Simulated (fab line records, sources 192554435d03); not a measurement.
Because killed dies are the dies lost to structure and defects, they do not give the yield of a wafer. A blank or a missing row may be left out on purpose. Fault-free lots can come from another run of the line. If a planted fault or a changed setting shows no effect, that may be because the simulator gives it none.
Chamber matching ; flow n5_finfet ; N5_SDB_CMP_30 on cmp-04 has 4 sister chambers
The step polishes, stops on poly-Si, t overpolish 1.54 s, target thk 30 nm. 4 wafers are shown with their chamber, then 9 later ones without.

EACH WAFER AND ITS CHAMBER
wafer;chamber;time_to_endpoint_s (s)
L086.5;0;20
L087.2;2;17
L087.3;3;17
L087.5;1;14

WAFERS WHOSE CHAMBER IS MISSING
wafer;time_to_endpoint_s (s)
L089.2;19
L089.4;13
L089.6;23
L090.2;13
L090.4;21
L090.5;20
L096.2;16
L096.3;10
L096.4;15

CHAMBER TAKEN BY EACH
wafer;from the rows above;in truth
L089.2;can't be placed: 0 or 2 or 3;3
L089.4;can't be placed: 1 or 2 or 3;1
L089.6;can't be placed: 0 or 2 or 3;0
L090.2;can't be placed: 1 or 2 or 3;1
L090.4;can't be placed: 0 or 2 or 3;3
L090.5;can't be placed: 0 or 2 or 3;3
L096.2;can't be placed: 2 or 3 or 1 or 0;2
L096.3;can't be placed: 1 or 2 or 3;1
L096.4;can't be placed: 1 or 2 or 3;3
Placed correctly: 0 of 9. From these rows, 9 cannot be placed; in 9 the true chamber is one of the candidates. 0 placed wrongly.
How it was worked out, from the rows above alone: a wafer's distance from a chamber is the root of the sum, over the readings, of the square of ((its reading less the chamber's mean) divided by the reading's scatter). The wafer belongs to the nearest chamber; if the next one is less than 2 further off, it can't be placed. A chamber's mean is the mean of its shown wafers. The scatter (one wafer shown for each chamber): square how far every hidden wafer sits from the nearest shown wafer, average those squares and take the square root.
